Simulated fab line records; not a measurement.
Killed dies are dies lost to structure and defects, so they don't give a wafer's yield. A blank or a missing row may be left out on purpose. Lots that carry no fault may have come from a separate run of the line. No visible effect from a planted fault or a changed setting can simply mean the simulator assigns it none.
fab line records	flow n5Finfet
record: lots: 24	wafers: 72	lastDay: 19
route steps=1938 shown GATE_CUT@474 MOL_CONTACT_COAG@535
lots with no fault: from the same line, run without faults
startH: the number of hours between the record's first day and the start of the first shown wafer of the lot	waitH: hours elapsed since this lot's preceding step	" unchanged from the row above	L1.1+2: one row covering several wafers at once	- no value, or no start was given	* or withheld: withheld	< > ~ a bound
route shown NAME@n: NAME is a module with steps in the file, n the number in the route of the first one	usual: mean/standard deviation of fault-free wafers	same: alike in all rows	chamber/n: place in a boat	sites: per-site readings	_std_site: the values' standard deviation	_edge_site: inner sites' mean taken away from outer sites' mean	radiusMm: how far each site lies from the wafer's centre	mask NAME#n: copy n	behind: the tool/chamber that last shaped the wafer	hold: the reason the lot was held/the length of the hold in hours/how it ended	device: the transistor (n, p or np) that didn't switch	end of line: the same wafers' tests at the end of the route	for a step that has no rows: nothing shown but its recipe	killed: at the first sort, the dies lost to defects and structure; wafer yield is something else	map: the dies of a wafer, with x for killed, . for not killed, _ for no die there
set.NAME: the run value of the setting; set.NAME@STEP: its run value at that earlier step	model.NAME: the simulator's own value behind a step, which no gauge read
steps of the route over a sample of lots; a table a step, a row a wafer
services: when a tool's chamber went out of use (startH, in hours from the record's first day, below 0 if earlier), for how many hours, and the reason
== steps ==
step: N5_GATE_CUT_PECVD_57
recipe: material: SiNx	targetThkA: 210	tempC: 400	precursor: SiH4/NH3/N2	pressureTorr: 1.5	rfW: 300
usual: heaterPowerW: 809/110	rfFwdPowerW: 297.8/1.2	showerheadPlenumPTorr: 5.17/0.062	throttleValvePct: 40.5/1.5
lot.wafer	tool	chamber	startH	waitH	heaterPowerW	rfFwdPowerW	showerheadPlenumPTorr	throttleValvePct
L074.2	pecvd-01	2	79.66	1.1	1022	297.2	5.33	40.8
L074.3	"	1	"	"	721	297.7	5.13	44.1
L074.5	"	0	"	"	827	298.3	5.23	41.1
L075.2	pecvd-02	2	87.46	1.1	726	298.8	5.15	40.7
L075.4	"	0	"	"	798	297.9	5.11	39.0
L075.6	"	2	"	"	706	298.4	5.16	40.6
L076.1	pecvd-02	1	94.72	1.1	923	297.2	5.16	38.7
L076.2	"	2	"	"	727	299.8	5.17	40.8
L076.5	"	0	"	"	752	298.0	5.12	39.2
L077.2	pecvd-01	2	99.80	1.1	955	298.9	5.31	41.0
L077.4	"	2	"	"	961	298.2	5.30	41.2
L077.6	"	0	"	"	918	300.5	5.22	41.4
L078.2	pecvd-03	1	108.11	1.1	796	294.5	5.09	41.2
L078.3	"	2	"	"	775	297.6	5.10	39.1
L078.5	"	1	"	"	785	296.6	5.09	41.3
L079.1	pecvd-03	1	114.23	1.1	738	295.2	5.08	41.3
L079.2	"	2	"	"	795	298.4	5.10	39.5
L079.4	"	0	"	"	750	299.2	5.21	41.3
L080.3	pecvd-01	2	120.04	1.1	1051	296.1	5.31	41.4
L080.5	"	2	"	"	1041	297.6	5.31	41.2
L080.6	"	1	"	"	699	299.0	5.14	44.4
L081.2	pecvd-02	0	125.08	1.1	675	296.3	5.12	39.0
L081.3	"	1	"	"	908	297.5	5.17	38.9
L081.5	"	2	"	"	642	296.9	5.16	40.5
L082.1	pecvd-02	0	130.93	1.1	648	298.8	5.12	39.1
L082.3	"	2	"	"	692	297.1	5.16	40.9
L082.4	"	1	"	"	900	297.9	5.15	38.9
L083.1	pecvd-01	2	135.53	1.1	1059	295.7	5.31	41.2
L083.3	"	1	"	"	619	297.9	5.13	44.1
L083.5	"	1	"	"	641	299.2	5.14	44.0
L084.2	pecvd-02	1	140.12	1.1	913	298.7	5.16	38.7
L084.4	"	1	"	"	919	299.6	5.15	38.9
L084.6	"	0	"	"	790	298.0	5.10	39.1
L085.1	pecvd-03	2	152.60	1.1	824	298.1	5.10	39.2
L085.4	"	0	"	"	756	297.9	5.20	41.3
L085.5	"	2	"	"	831	298.4	5.11	39.2
L086.1	pecvd-02	2	159.93	1.1	752	298.7	5.15	40.8
L086.3	"	1	"	"	859	296.1	5.17	38.7
L086.4	"	0	"	"	739	296.6	5.12	39.2
L087.1	pecvd-01	0	162.98	1.1	828	298.1	5.23	41.5
L087.2	"	2	"	"	1062	297.4	5.31	41.6
L087.5	"	0	"	"	845	297.6	5.22	41.4
L088.2	pecvd-02	1	166.08	1.1	927	298.5	5.16	38.9
L088.3	"	2	"	"	687	299.2	5.17	40.8
L088.5	"	1	"	"	923	295.8	5.17	38.8
L089.2	pecvd-02	2	173.55	1.1	631	298.5	5.16	40.9
L089.3	"	0	"	"	768	299.3	5.11	39.3
L089.4	"	2	"	"	627	298.9	5.16	40.6
L090.1	pecvd-01	2	179.59	1.1	1062	298.2	5.31	41.6
L090.3	"	0	"	"	931	298.1	5.22	41.2
L090.6	"	2	"	"	1070	297.0	5.31	41.6
L091.2	pecvd-01	1	188.22	1.1	720	297.9	5.14	44.1
L091.5	"	2	"	"	944	295.5	5.30	41.7
L091.6	"	1	"	"	724	298.3	5.14	43.8
L092.1	pecvd-02	1	190.50	1.1	926	297.9	5.16	38.8
L092.5	"	0	"	"	637	298.8	5.11	39.3
L092.6	"	2	"	"	706	299.9	5.16	40.6
L093.2	pecvd-02	1	197.96	1.1	808	297.4	5.17	38.9
L093.4	"	0	"	"	740	298.5	5.11	39.2
L093.6	"	2	"	"	683	298.9	5.17	40.6
L094.2	pecvd-03	1	203.25	1.1	820	295.7	5.08	40.9
L094.5	"	1	"	"	822	296.3	5.09	41.6
L094.6	"	2	"	"	818	299.0	5.12	39.4
L095.2	pecvd-02	0	210.50	1.1	779	297.6	5.13	39.4
L095.5	"	1	"	"	837	297.6	5.17	38.8
L095.6	"	0	"	"	751	298.1	5.11	39.6
L096.1	pecvd-03	0	218.48	1.1	702	297.7	5.21	41.3
L096.3	"	1	"	"	821	294.4	5.09	41.5
L096.4	"	0	"	"	701	297.7	5.20	41.3
L097.2	pecvd-02	1	220.11	1.1	875	296.5	5.17	38.9
L097.3	"	0	"	"	738	297.5	5.12	39.5
L097.5	"	0	"	"	750	298.7	5.11	39.2
step: N5_GATE_CUT_VAPOR_ETCH_48
recipe: chemistry: BCl3/Cl2	target: TiN	mode: isotropic
usual: drypumpMotorCurrentA: 5.5/0.4	oesProductAu: 0.71/0.11
lot.wafer	tool	chamber	startH	waitH	drypumpMotorCurrentA	oesProductAu
L074.2	rieMetal-01	0	81.11	0.0	5.1	0.69
L074.3	"	1	"	"	6.1	0.69
L074.5	"	1	"	"	6.1	0.69
L075.2	rieMetal-01	0	88.90	0.0	5.1	0.70
L075.4	"	1	"	"	6.1	0.69
L075.6	"	1	"	"	6.1	0.69
L076.1	rieMetal-01	1	96.28	0.0	6.1	0.69
L076.2	"	0	"	"	5.1	0.69
L076.5	"	0	"	"	5.1	0.68
L077.2	rieMetal-03	0	101.46	0.0	5.4	0.63
L077.4	"	0	"	"	5.3	0.62
L077.6	"	1	"	"	5.2	0.94
L078.2	rieMetal-02	1	109.55	0.0	5.8	0.63
L078.3	"	1	"	"	5.8	0.64
L078.5	"	1	"	"	5.8	0.64
L079.1	rieMetal-01	0	115.79	0.0	5.1	0.68
L079.2	"	1	"	"	6.2	0.68
L079.4	"	1	"	"	6.1	0.69
L080.3	rieMetal-02	1	122.17	0.0	5.8	0.64
L080.5	"	1	"	"	5.8	0.63
L080.6	"	0	"	"	5.3	0.65
L081.2	rieMetal-02	1	126.85	0.0	5.8	0.64
L081.3	"	0	"	"	5.3	0.65
L081.5	"	0	"	"	5.3	0.65
L082.1	rieMetal-03	0	132.59	0.0	5.3	0.62
L082.3	"	1	"	"	5.2	0.91
L082.4	"	0	"	"	5.3	0.61
L083.1	rieMetal-01	1	136.97	0.0	6.1	0.67
L083.3	"	1	"	"	6.1	0.67
L083.5	"	1	"	"	6.1	0.68
L084.2	rieMetal-01	0	141.56	0.0	5.1	0.68
L084.4	"	0	"	"	5.1	0.68
L084.6	"	1	"	"	6.1	0.68
L085.1	rieMetal-02	1	154.19	0.0	5.8	0.63
L085.4	"	0	"	"	5.3	0.65
L085.5	"	1	"	"	5.8	0.63
L086.1	rieMetal-01	0	161.52	0.0	5.1	0.67
L086.3	"	0	"	"	5.1	0.68
L086.4	"	1	"	"	6.1	0.67
L087.1	rieMetal-02	1	164.41	0.0	5.8	0.64
L087.2	"	0	"	"	5.3	0.65
L087.5	"	1	"	"	5.8	0.63
L088.2	rieMetal-01	0	167.64	0.0	5.1	0.68
L088.3	"	1	"	"	6.1	0.67
L088.5	"	1	"	"	6.1	0.67
L089.2	rieMetal-03	1	175.43	0.1	5.2	0.88
L089.3	"	1	"	"	5.2	0.88
L089.4	"	1	"	"	5.2	0.87
L090.1	rieMetal-01	1	181.05	0.0	6.1	0.67
L090.3	"	1	"	"	6.1	0.67
L090.6	"	1	"	"	6.1	0.67
L091.2	rieMetal-01	1	189.66	0.0	6.1	0.67
L091.5	"	1	"	"	6.1	0.67
L091.6	"	0	"	"	5.1	0.68
L092.1	rieMetal-02	0	192.26	0.0	5.3	0.65
L092.5	"	0	"	"	5.3	0.65
L092.6	"	1	"	"	5.8	0.63
L093.2	rieMetal-03	1	199.52	0.0	5.2	0.87
L093.4	"	1	"	"	5.3	0.87
L093.6	"	1	"	"	5.3	0.88
L094.2	rieMetal-02	1	204.85	0.0	5.8	0.62
L094.5	"	0	"	"	5.3	0.64
L094.6	"	1	"	"	5.8	0.62
L095.2	rieMetal-01	1	211.96	0.0	6.1	0.67
L095.5	"	1	"	"	6.1	0.66
L095.6	"	0	"	"	5.1	0.67
L096.1	rieMetal-03	1	220.02	0.0	5.3	0.86
L096.3	"	1	"	"	5.2	0.87
L096.4	"	0	"	"	5.4	0.97
L097.2	rieMetal-03	1	221.85	0.0	5.2	0.87
L097.3	"	0	"	"	5.3	0.98
L097.5	"	1	"	"	5.2	0.86
step: N5_MOL_CONTACT_COAG_CONTACT_ETCH_14
recipe: chemistry: C4F6/O2	target: SiO2	targetDepthA: 275	overetchA: 85	maskMaterial: SOC	pressureMtorr: 30	sourceW: 370	biasW: 185	Ar_flow_sccm: 300	C4F6_flow_sccm: 16	O2_flow_sccm: 10	timeS: 20	ionEnergyEv: 259.6
usual: O2_flow_sccm: 9.999/0.028	drypumpMotorCurrentA: 5.8/0.53	mfcArSccm: 300.1/0.95	oesProductAu: 0.68/0.066	rfFwdPowerW: 362.9/1.8	rfVppV: 694/3.1	showerheadPlenumPTorr: 2.94/0.091	throttleValvePct: 21.24/0.2
lot.wafer	tool	chamber	startH	waitH	O2_flow_sccm	drypumpMotorCurrentA	mfcArSccm	oesProductAu	rfFwdPowerW	rfHoursCounterH	rfVppV	showerheadPlenumPTorr	throttleValvePct
L074.2	rieDiel-02	1	85.25	0.0	9.989	5.0	301.3	0.81	363.5	5	690	2.82	21.05
L074.3	"	0	"	"	10.043	6.2	298.2	0.65	362.4	150	697	3.01	21.30
L074.5	"	2	"	"	10.001	6.0	300.2	0.61	359.1	-	689	2.74	21.59
L075.2	rieDiel-03	0	93.69	0.0	10.021	6.4	300.4	0.60	366.0	234	695	2.95	21.28
L075.4	"	3	"	"	9.969	6.2	299.1	0.67	363.1	-	693	2.89	21.25
L075.6	"	0	"	"	10.004	6.4	300.0	0.61	364.5	-	695	2.95	21.26
L076.1	rieDiel-05	3	99.80	0.0	10.036	6.4	301.7	0.64	365.0	161	695	2.99	21.40
L076.2	"	1	"	"	9.984	4.9	300.4	0.78	361.1	20	691	2.83	21.03
L076.5	"	2	"	"	9.994	6.0	299.1	0.62	361.4	-	695	2.97	20.96
L077.2	rieDiel-02	2	105.18	0.0	9.981	6.1	298.8	0.60	362.5	225	687	2.74	21.62
L077.4	"	1	"	"	9.960	5.0	298.6	0.80	361.4	11	691	2.82	21.09
L077.6	"	1	"	"	9.978	5.0	299.4	0.80	361.6	-	691	2.82	21.06
L078.2	rieDiel-05	2	113.15	0.0	10.006	5.9	300.0	0.61	361.8	205	694	2.96	20.99
L078.3	"	3	"	"	9.961	6.4	301.3	0.63	365.2	167	694	2.99	21.43
L078.5	"	2	"	"	10.057	5.9	300.2	0.61	361.0	-	695	2.96	20.96
L079.1	rieDiel-03	1	119.29	0.0	9.990	6.7	300.5	0.66	367.1	151	697	2.99	20.89
L079.2	"	3	"	"	9.987	6.1	298.4	0.66	362.3	131	694	2.88	21.27
L079.4	"	2	"	"	9.964	5.8	299.7	0.80	359.9	5	699	3.06	21.37
L080.3	rieDiel-02	0	126.84	0.0	9.976	6.2	301.3	0.63	363.5	165	696	3.00	21.31
L080.5	"	0	"	"	9.999	6.2	300.9	0.63	363.7	-	696	3.00	21.32
L080.6	"	1	"	"	10.014	5.0	300.2	0.77	364.0	-	691	2.82	21.10
L081.2	rieDiel-05	3	130.56	0.0	10.039	6.4	301.1	0.62	364.7	172	696	2.98	21.43
L081.3	"	0	"	"	9.965	5.7	300.4	0.65	365.7	113	697	3.01	21.37
L081.5	"	1	"	"	9.989	4.9	300.7	0.76	361.0	-	691	2.83	21.05
L082.1	rieDiel-05	1	136.49	0.0	10.042	4.9	299.0	0.76	362.8	32	690	2.82	21.07
L082.3	"	2	"	"	10.023	5.9	300.5	0.61	361.8	212	695	2.96	21.00
L082.4	"	3	"	"	9.994	6.4	300.0	0.63	364.7	174	697	2.98	21.42
L083.1	rieDiel-02	2	140.40	0.0	9.987	6.1	299.5	0.60	361.8	236	687	2.74	21.64
L083.3	"	3	"	"	10.031	5.8	299.9	0.72	363.1	81	697	3.03	21.43
L083.5	"	0	"	"	10.025	6.2	300.1	0.63	364.1	-	696	3.00	21.33
L084.2	rieDiel-03	1	145.00	0.0	10.058	6.7	300.7	0.64	365.5	162	697	2.99	20.91
L084.4	"	1	"	"	10.006	6.7	300.5	0.64	364.7	-	697	2.99	20.92
L084.6	"	3	"	"	10.043	6.1	302.0	0.66	360.9	-	694	2.88	21.30
L085.1	rieDiel-05	1	157.83	0.0	9.978	4.9	298.6	0.76	361.7	39	691	2.82	21.06
L085.4	"	2	"	"	10.018	5.9	301.7	0.60	361.1	218	696	2.96	21.00
L085.5	"	2	"	"	10.022	5.9	301.4	0.60	360.5	-	696	2.96	20.99
L086.1	rieDiel-05	1	164.92	0.0	9.996	4.9	300.3	0.75	360.3	42	690	2.82	21.07
L086.3	"	0	"	"	9.992	5.7	300.0	0.64	368.1	123	696	3.01	21.39
L086.4	"	2	"	"	9.974	5.9	299.3	0.61	360.8	221	697	2.96	21.01
L087.1	rieDiel-03	3	167.81	0.0	10.019	6.1	302.1	0.65	362.7	152	693	2.88	21.28
L087.2	"	2	"	"	10.018	5.8	301.1	0.76	359.9	26	699	3.05	21.41
L087.5	"	1	"	"	9.982	6.7	298.9	0.64	364.3	-	696	2.98	20.93
L088.2	rieDiel-02	0	171.32	0.0	10.020	6.2	300.1	0.62	365.6	179	697	2.99	21.35
L088.3	"	1	"	"	10.027	5.0	299.9	0.76	364.4	34	691	2.81	21.10
L088.5	"	2	"	"	10.003	6.0	299.5	0.59	361.3	-	687	2.73	21.64
L089.2	rieDiel-05	2	179.03	0.0	10.008	6.0	299.4	0.61	360.6	226	694	2.95	21.02
L089.3	"	1	"	"	9.995	4.9	299.6	0.74	362.5	47	690	2.82	21.07
L089.4	"	3	"	"	10.009	6.4	300.9	0.61	362.7	188	697	2.98	21.45
L090.1	rieDiel-05	3	184.44	0.0	10.002	6.4	298.6	0.62	364.0	190	696	2.98	21.45
L090.3	"	1	"	"	9.966	4.9	301.2	0.74	363.0	49	689	2.82	21.07
L090.6	"	2	"	"	10.053	5.9	302.0	0.60	363.6	-	696	2.95	21.02
L091.2	rieDiel-02	0	193.24	0.0	10.027	6.2	301.0	0.62	362.2	185	696	2.99	21.35
L091.5	"	1	"	"	9.962	5.0	299.0	0.74	362.2	-	691	2.81	21.11
L091.6	"	0	"	"	10.033	6.2	301.7	0.62	363.7	-	697	2.99	21.34
L092.1	rieDiel-02	0	196.69	0.0	9.974	6.2	299.2	0.61	363.7	186	696	2.99	21.33
L092.5	"	1	"	"	10.009	5.0	298.9	0.74	364.6	-	691	2.81	21.11
L092.6	"	0	"	"	9.968	6.2	299.6	0.62	364.1	-	696	2.99	21.34
L093.2	rieDiel-03	2	203.04	0.0	9.953	5.8	300.4	0.74	361.1	39	697	3.05	21.43
L093.4	"	0	"	"	10.021	6.4	300.1	0.78	362.4	12	695	2.94	20.99
L093.6	"	0	"	"	10.006	6.4	298.7	0.79	363.1	-	696	2.94	21.00
L094.2	rieDiel-02	3	208.44	0.0	9.976	5.8	300.5	0.69	362.6	102	699	3.02	21.47
L094.5	"	0	"	"	9.961	6.2	300.1	0.62	364.5	-	696	2.99	21.35
L094.6	"	3	"	"	10.007	5.8	300.9	0.69	361.8	-	698	3.02	21.46
L095.2	rieDiel-03	3	215.39	0.0	10.028	6.1	299.5	0.64	362.1	169	691	2.87	21.33
L095.5	"	3	"	"	9.976	6.1	299.8	0.64	361.8	-	692	2.87	21.31
L095.6	"	2	"	"	9.983	5.8	299.7	0.73	362.0	-	699	3.04	21.44
L096.1	rieDiel-02	0	223.53	0.0	10.015	6.2	298.1	0.61	363.5	197	696	2.99	21.37
L096.3	"	2	"	"	10.021	6.0	300.9	0.80	361.2	6	700	3.07	21.28
L096.4	"	1	"	"	9.999	5.0	300.1	0.73	362.6	52	689	2.80	21.14
L097.2	rieDiel-05	1	225.40	0.0	9.949	4.9	301.9	0.72	363.0	67	691	2.81	21.10
L097.3	"	3	"	"	9.993	6.4	300.3	0.61	363.9	206	696	2.97	21.48
L097.5	"	2	"	"	10.012	5.9	300.6	0.59	361.9	-	695	2.94	21.06
step: N5_MOL_CONTACT_COAG_TI_SIL_19
recipe: material: Ti	targetThkA: 42	tempC: 200	chamberPressurePa: 5	powerW: 5000	timeS: 15
usual: throttleValvePct: 30.3/0.93
lot.wafer	tool	chamber	startH	waitH	throttleValvePct
L074.2	pvdSputter-01	-	85.97	0.2	30.2
L074.3	"	-	"	"	30.3
L074.5	"	-	"	"	30.2
L075.2	pvdSputter-01	-	94.59	0.3	31.0
L075.4	"	-	"	"	30.3
L075.6	"	-	"	"	31.1
L076.1	pvdSputter-01	-	100.99	0.4	30.8
L076.2	"	-	"	"	30.6
L076.5	"	-	"	"	30.1
L077.2	pvdSputter-03	-	106.56	0.3	29.8
L077.4	"	-	"	"	31.7
L077.6	"	-	"	"	29.8
L078.2	pvdSputter-02	-	114.35	0.7	30.1
L078.3	"	-	"	"	29.1
L078.5	"	-	"	"	30.2
L079.1	pvdSputter-03	-	119.96	0.2	32.4
L079.2	"	-	"	"	31.5
L079.4	"	-	"	"	29.8
L080.3	pvdSputter-01	-	128.89	1.1	30.3
L080.5	"	-	"	"	30.6
L080.6	"	-	"	"	30.1
L081.2	pvdSputter-02	-	131.46	0.4	30.0
L081.3	"	-	"	"	28.8
L081.5	"	-	"	"	29.3
L082.1	pvdSputter-01	-	137.96	0.3	31.0
L082.3	"	-	"	"	30.5
L082.4	"	-	"	"	30.5
L083.1	pvdSputter-01	-	141.33	0.2	30.4
L083.3	"	-	"	"	29.8
L083.5	"	-	"	"	30.3
L084.2	pvdSputter-02	-	145.84	0.3	30.1
L084.4	"	-	"	"	29.4
L084.6	"	-	"	"	30.0
L085.1	pvdSputter-03	-	158.87	0.2	32.0
L085.4	"	-	"	"	29.7
L085.5	"	-	"	"	31.5
L086.1	pvdSputter-03	-	165.82	0.4	29.4
L086.3	"	-	"	"	31.9
L086.4	"	-	"	"	32.6
L087.1	pvdSputter-01	-	168.94	0.6	31.1
L087.2	"	-	"	"	30.6
L087.5	"	-	"	"	30.5
L088.2	pvdSputter-01	-	172.26	0.2	30.2
L088.3	"	-	"	"	30.4
L088.5	"	-	"	"	30.4
L089.2	pvdSputter-03	-	179.95	0.4	31.8
L089.3	"	-	"	"	29.7
L089.4	"	-	"	"	32.2
L090.1	pvdSputter-02	-	185.13	0.2	30.1
L090.3	"	-	"	"	30.0
L090.6	"	-	"	"	29.3
L091.2	pvdSputter-01	-	194.21	0.3	30.3
L091.5	"	-	"	"	30.6
L091.6	"	-	"	"	30.5
L092.1	pvdSputter-02	-	197.41	0.2	30.1
L092.5	"	-	"	"	29.3
L092.6	"	-	"	"	30.4
L093.2	pvdSputter-02	-	203.89	0.2	29.6
L093.4	"	-	"	"	29.2
L093.6	"	-	"	"	29.3
L094.2	pvdSputter-02	-	209.25	0.3	29.0
L094.5	"	-	"	"	30.4
L094.6	"	-	"	"	30.2
L095.2	pvdSputter-03	-	216.07	0.2	29.5
L095.5	"	-	"	"	29.3
L095.6	"	-	"	"	31.7
L096.1	pvdSputter-03	-	225.17	0.2	31.6
L096.3	"	-	"	"	32.3
L096.4	"	-	"	"	29.3
L097.2	pvdSputter-02	-	226.08	0.1	30.1
L097.3	"	-	"	"	29.8
L097.5	"	-	"	"	30.1
step: N5_MOL_CONTACT_COAG_SIL_ANNEAL_21
recipe: tempC: 550	timeS: 60	ambient: N2
usual: lampPowerPct: 5.64/0.063	lamp_zone_3_pct: 5.64/0.064	wafer_temp_C_max: 552.4/1.2
lot.wafer	tool	chamber	startH	waitH	lampPowerPct	lamp_zone_3_pct	wafer_temp_C_max
L074.2	rtpAnneal-01	0	86.49	0.2	5.58	5.58	553.9
L074.3	"	0	"	"	5.58	5.57	553.9
L074.5	"	0	"	"	5.58	5.58	554.2
L075.2	rtpAnneal-02	0	95.11	0.2	5.70	5.71	551.1
L075.4	"	0	"	"	5.71	5.71	551.7
L075.6	"	0	"	"	5.70	5.71	551.8
L076.1	rtpAnneal-02	0	101.49	0.2	5.71	5.72	552.0
L076.2	"	0	"	"	5.71	5.70	551.4
L076.5	"	0	"	"	5.71	5.71	550.8
L077.2	rtpAnneal-01	0	107.17	0.3	5.57	5.58	553.3
L077.4	"	0	"	"	5.57	5.58	554.0
L077.6	"	0	"	"	5.58	5.58	554.1
L078.2	rtpAnneal-01	0	114.88	0.2	5.58	5.58	553.8
L078.3	"	0	"	"	5.58	5.58	553.4
L078.5	"	0	"	"	5.58	5.59	553.3
L079.1	rtpAnneal-02	0	120.45	0.2	5.70	5.69	551.2
L079.2	"	0	"	"	5.70	5.71	551.5
L079.4	"	0	"	"	5.72	5.71	550.6
L080.3	rtpAnneal-01	0	129.45	0.3	5.58	5.58	553.1
L080.5	"	0	"	"	5.58	5.58	553.3
L080.6	"	0	"	"	5.57	5.59	553.6
L081.2	rtpAnneal-01	0	132.04	0.3	5.58	5.59	554.3
L081.3	"	0	"	"	5.58	5.58	552.8
L081.5	"	0	"	"	5.57	5.57	554.1
L082.1	rtpAnneal-01	0	138.45	0.2	5.58	5.57	552.4
L082.3	"	0	"	"	5.57	5.58	553.1
L082.4	"	0	"	"	5.57	5.58	553.3
L083.1	rtpAnneal-02	0	141.88	0.3	5.70	5.70	551.1
L083.3	"	0	"	"	5.70	5.71	551.6
L083.5	"	0	"	"	5.70	5.71	550.8
L084.2	rtpAnneal-02	0	146.36	0.2	5.70	5.70	550.8
L084.4	"	0	"	"	5.70	5.71	551.2
L084.6	"	0	"	"	5.70	5.71	551.1
L085.1	rtpAnneal-02	0	159.39	0.2	5.70	5.71	551.3
L085.4	"	0	"	"	5.70	5.70	551.1
L085.5	"	0	"	"	5.70	5.70	551.4
L086.1	rtpAnneal-01	0	166.52	0.4	5.58	5.58	553.2
L086.3	"	0	"	"	5.58	5.59	552.8
L086.4	"	0	"	"	5.58	5.58	553.8
L087.1	rtpAnneal-01	0	169.43	0.2	5.58	5.58	553.5
L087.2	"	0	"	"	5.59	5.59	554.3
L087.5	"	0	"	"	5.58	5.58	553.3
L088.2	rtpAnneal-01	0	172.78	0.2	5.58	5.57	554.3
L088.3	"	0	"	"	5.59	5.58	552.3
L088.5	"	0	"	"	5.58	5.58	552.7
L089.2	rtpAnneal-02	0	180.48	0.2	5.71	5.71	551.3
L089.3	"	0	"	"	5.71	5.71	551.4
L089.4	"	0	"	"	5.70	5.70	551.2
L090.1	rtpAnneal-02	0	185.62	0.2	5.71	5.71	551.4
L090.3	"	0	"	"	5.71	5.71	551.1
L090.6	"	0	"	"	5.70	5.71	550.7
L091.2	rtpAnneal-02	0	194.74	0.2	5.70	5.70	551.4
L091.5	"	0	"	"	5.71	5.71	551.8
L091.6	"	0	"	"	5.71	5.71	551.0
L092.1	rtpAnneal-01	0	198.05	0.3	5.59	5.58	554.5
L092.5	"	0	"	"	5.59	5.59	553.6
L092.6	"	0	"	"	5.58	5.58	552.6
L093.2	rtpAnneal-02	0	204.42	0.2	5.71	5.71	550.8
L093.4	"	0	"	"	5.70	5.71	551.4
L093.6	"	0	"	"	5.70	5.70	551.5
L094.2	rtpAnneal-01	0	209.78	0.2	5.58	5.57	554.5
L094.5	"	0	"	"	5.58	5.58	554.0
L094.6	"	0	"	"	5.57	5.58	553.2
L095.2	rtpAnneal-02	0	216.60	0.2	5.70	5.71	551.5
L095.5	"	0	"	"	5.71	5.71	550.9
L095.6	"	0	"	"	5.70	5.71	551.6
L096.1	rtpAnneal-01	0	225.67	0.2	5.58	5.57	553.3
L096.3	"	0	"	"	5.58	5.58	553.4
L096.4	"	0	"	"	5.58	5.58	553.6
L097.2	rtpAnneal-02	0	226.62	0.2	5.70	5.69	551.1
L097.3	"	0	"	"	5.71	5.71	551.1
L097.5	"	0	"	"	5.71	5.71	551.0
step: N5_MOL_CONTACT_COAG_SPUTTER_130
recipe: material: Co	targetThkA: 475	tempC: 25	chamberPressurePa: 0.5	powerW: 3000
usual: throttleValvePct: 30.4/1
lot.wafer	tool	chamber	startH	waitH	throttleValvePct
L074.2	pvdSputter-03	-	91.55	0.0	32.3
L074.3	"	-	"	"	29.9
L074.5	"	-	"	"	29.8
L075.2	pvdSputter-02	-	99.80	0.0	29.5
L075.4	"	-	"	"	30.3
L075.6	"	-	"	"	30.2
L076.1	pvdSputter-01	-	104.93	0.0	30.7
L076.2	"	-	"	"	30.1
L076.5	"	-	"	"	31.1
L077.2	pvdSputter-03	-	112.11	0.0	29.7
L077.4	"	-	"	"	32.4
L077.6	"	-	"	"	31.7
L078.2	pvdSputter-01	-	120.10	0.0	30.2
L078.3	"	-	"	"	30.3
L078.5	"	-	"	"	30.6
L079.1	pvdSputter-02	-	123.24	0.0	30.0
L079.2	"	-	"	"	29.4
L079.4	"	-	"	"	30.1
L080.3	pvdSputter-03	-	133.79	0.0	29.4
L080.5	"	-	"	"	32.8
L080.6	"	-	"	"	29.6
L081.2	pvdSputter-01	-	138.22	0.0	30.4
L081.3	"	-	"	"	31.0
L081.5	"	-	"	"	30.7
L082.1	pvdSputter-03	-	141.51	0.0	29.8
L082.3	"	-	"	"	29.4
L082.4	"	-	"	"	31.8
L083.1	pvdSputter-03	-	145.50	0.0	31.9
L083.3	"	-	"	"	29.4
L083.5	"	-	"	"	32.4
L084.2	pvdSputter-01	-	152.42	0.0	30.4
L084.4	"	-	"	"	30.4
L084.6	"	-	"	"	30.2
L085.1	pvdSputter-03	-	164.24	0.0	31.6
L085.4	"	-	"	"	29.2
L085.5	"	-	"	"	31.5
L086.1	pvdSputter-03	-	169.36	0.0	31.6
L086.3	"	-	"	"	29.4
L086.4	"	-	"	"	29.5
L087.1	pvdSputter-02	-	173.12	0.0	29.9
L087.2	"	-	"	"	29.9
L087.5	"	-	"	"	29.0
L088.2	pvdSputter-01	-	176.56	0.0	30.2
L088.3	"	-	"	"	30.3
L088.5	"	-	"	"	30.2
L089.2	pvdSputter-02	-	185.03	0.0	29.4
L089.3	"	-	"	"	30.1
L089.4	"	-	"	"	29.0
L090.1	pvdSputter-01	-	191.89	0.0	30.3
L090.3	"	-	"	"	30.7
L090.6	"	-	"	"	30.4
L091.2	pvdSputter-01	-	200.11	0.0	30.1
L091.5	"	-	"	"	30.3
L091.6	"	-	"	"	30.4
L092.1	pvdSputter-02	-	203.17	0.0	29.3
L092.5	"	-	"	"	30.6
L092.6	"	-	"	"	29.5
L093.2	pvdSputter-03	-	208.71	0.0	32.3
L093.4	"	-	"	"	31.5
L093.6	"	-	"	"	31.6
L094.2	pvdSputter-02	-	212.85	0.0	30.3
L094.5	"	-	"	"	29.9
L094.6	"	-	"	"	30.3
L095.2	pvdSputter-03	-	221.39	0.0	31.8
L095.5	"	-	"	"	29.2
L095.6	"	-	"	"	32.5
L096.1	pvdSputter-02	-	229.72	0.0	29.8
L096.3	"	-	"	"	30.0
L096.4	"	-	"	"	28.9
L097.2	pvdSputter-02	-	231.40	0.0	29.1
L097.3	"	-	"	"	29.8
L097.5	"	-	"	"	29.6
== services ==
tool	chamber	startH	hours	kind
pecvd-02	1	61.27	2.1	scheduledDown
rieMetal-01	-	62.67	1.4	pm
pecvd-02	0	63.63	4.2	repair
pvdSputter-02	-	68.45	1.2	repair
pecvd-02	0	83.53	2.1	scheduledDown
pecvd-03	-	98.90	2.8	pm
rieDiel-03	-	99.11	2.8	pm
rieMetal-01	-	113.53	1.1	repair
rieDiel-02	3	127.94	2.0	repair
pvdSputter-01	-	139.40	1.8	repair
pecvd-02	-	149.75	5.7	repair
rieMetal-01	0	154.55	3.4	repair
pecvd-03	-	154.73	0.5	repair
pecvd-03	2	179.72	4.0	repair
pvdSputter-02	-	186.11	7.3	repair
rieDiel-05	3	191.40	1.4	repair
pecvd-02	2	202.38	-	clean
rieMetal-02	-	213.88	0.3	repair
pecvd-03	-	214.46	1.7	repair
rieDiel-03	1	222.81	2.7	repair
pecvd-03	-	225.74	3.7	repair
pecvd-01	0	227.89	4.0	repair
rtpAnneal-01	-	228.59	4.2	pm
rieMetal-03	-	228.89	0.2	repair
== key ==
fault none
